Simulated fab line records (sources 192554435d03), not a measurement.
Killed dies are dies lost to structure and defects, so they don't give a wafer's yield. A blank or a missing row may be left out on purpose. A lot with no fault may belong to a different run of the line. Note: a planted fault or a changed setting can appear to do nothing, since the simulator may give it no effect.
Chamber matching / flow n5Finfet / 4 sister chambers for N5_HKMG_FIN_CMP_94 on cmp-03
The step polishes, stops on SiNx, t overpolish 4.7 s, target thk 43.299 nm. 14 wafers are shown with their chamber, then 7 later ones without.

WAFERS, EACH WITH ITS CHAMBER
wafer=L077.1; chamber=3; motorCurrentA (A)=13.5
wafer=L077.2; chamber=2; motorCurrentA (A)=12.9
wafer=L077.3; chamber=1; motorCurrentA (A)=12.0
wafer=L086.1; chamber=0; motorCurrentA (A)=13.2
wafer=L086.3; chamber=1; motorCurrentA (A)=12.4
wafer=L086.4; chamber=2; motorCurrentA (A)=13.1
wafer=L088.2; chamber=1; motorCurrentA (A)=11.5
wafer=L088.5; chamber=2; motorCurrentA (A)=13.3
wafer=L088.6; chamber=3; motorCurrentA (A)=13.1
wafer=L089.2; chamber=1; motorCurrentA (A)=12.0
wafer=L089.3; chamber=2; motorCurrentA (A)=13.1
wafer=L089.6; chamber=2; motorCurrentA (A)=13.3
wafer=L092.1; chamber=0; motorCurrentA (A)=12.7
wafer=L092.4; chamber=2; motorCurrentA (A)=13.4

SIGNATURES, as means of the wafers listed above
reading=motorCurrentA; chamber 0=12.950; chamber 1=11.975; chamber 2=13.183; chamber 3=13.300; scatter within a chamber=0.279
Rule: for each reading, subtract the chamber's mean from the wafer's reading, divide by that reading's scatter and square the result; add these up over the readings and take the root, which gives the wafer's distance from the chamber. The wafer belongs to the nearest chamber; if the next one is less than 2 further off, it can't be placed. How the scatter is found: for the shown wafers, subtract from each reading the mean of its chamber, square and add these, divide the total by (wafers less chambers), then take the root.

WAFERS WHOSE CHAMBER IS MISSING
wafer=L092.6; motorCurrentA (A)=11.7
wafer=L094.1; motorCurrentA (A)=13.8
wafer=L094.2; motorCurrentA (A)=12.7
wafer=L094.5; motorCurrentA (A)=13.3
wafer=L097.2; motorCurrentA (A)=12.0
wafer=L097.3; motorCurrentA (A)=13.9
wafer=L097.6; motorCurrentA (A)=13.3

WHICH CHAMBER EACH WENT THROUGH
wafer=L092.6; from the rows above=1; in truth=1
wafer=L094.1; from the rows above=can't be placed: 3 or 2 or 0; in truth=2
wafer=L094.2; from the rows above=can't be placed: 0 or 2 or 3 or 1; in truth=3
wafer=L094.5; from the rows above=can't be placed: 3 or 2 or 0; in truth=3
wafer=L097.2; from the rows above=1; in truth=1
wafer=L097.3; from the rows above=can't be placed: 3 or 2 or 0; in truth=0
wafer=L097.6; from the rows above=can't be placed: 3 or 2 or 0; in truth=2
Correctly placed: 2 of 7. These rows do not allow placing 5 (true chamber among the candidates in 5). Placed wrongly: 0.
